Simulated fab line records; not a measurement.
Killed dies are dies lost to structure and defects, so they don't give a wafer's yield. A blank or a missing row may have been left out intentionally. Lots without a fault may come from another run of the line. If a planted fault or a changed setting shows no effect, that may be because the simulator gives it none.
Chamber matching || flow nand-harc || 4 sister chambers for NHARC_A_STAIRCASE_TRIM_191 on rie-diel-06
The step chemistry O2, time 211.2 s. 4 wafers are shown with their chamber, then 7 later ones without.

== WAFERS, EACH WITH ITS CHAMBER ==
{"wafer": "L909.5", "chamber": 0, "drypump-motor-current-A (A)": 4.8}
{"wafer": "L909.6", "chamber": 3, "drypump-motor-current-A (A)": 6.7}
{"wafer": "L912.1", "chamber": 2, "drypump-motor-current-A (A)": 6.3}
{"wafer": "L912.4", "chamber": 1, "drypump-motor-current-A (A)": 5.9}

== WAFERS WITH NO CHAMBER GIVEN ==
{"wafer": "L912.5", "drypump-motor-current-A (A)": 4.8}
{"wafer": "L913.2", "drypump-motor-current-A (A)": 6.7}
{"wafer": "L913.3", "drypump-motor-current-A (A)": 4.8}
{"wafer": "L913.4", "drypump-motor-current-A (A)": 6.0}
{"wafer": "L917.1", "drypump-motor-current-A (A)": 6.7}
{"wafer": "L917.5", "drypump-motor-current-A (A)": 6.7}
{"wafer": "L917.6", "drypump-motor-current-A (A)": 6.4}

== WHICH CHAMBER EACH WENT THROUGH ==
{"wafer": "L912.5", "from the rows above": 0, "in truth": 0}
{"wafer": "L913.2", "from the rows above": 3, "in truth": 3}
{"wafer": "L913.3", "from the rows above": 0, "in truth": 0}
{"wafer": "L913.4", "from the rows above": 1, "in truth": 1}
{"wafer": "L917.1", "from the rows above": 3, "in truth": 3}
{"wafer": "L917.5", "from the rows above": 3, "in truth": 3}
{"wafer": "L917.6", "from the rows above": 2, "in truth": 2}
7 of 7 placed correctly. Not placeable from these rows: 0. Number placed wrongly: 0.
How it was worked out, from the rows above alone: a wafer's distance from a chamber is the root of the sum, over the readings, of the square of ((its reading less the chamber's mean) divided by the reading's scatter). The wafer belongs to the nearest chamber; if the next one is less than 2 further off, it can't be placed. For every chamber, the mean is computed from those of its wafers that are shown. The scatter (one wafer shown for each chamber): square how far every hidden wafer sits from the nearest shown wafer, average those squares and take the square root.
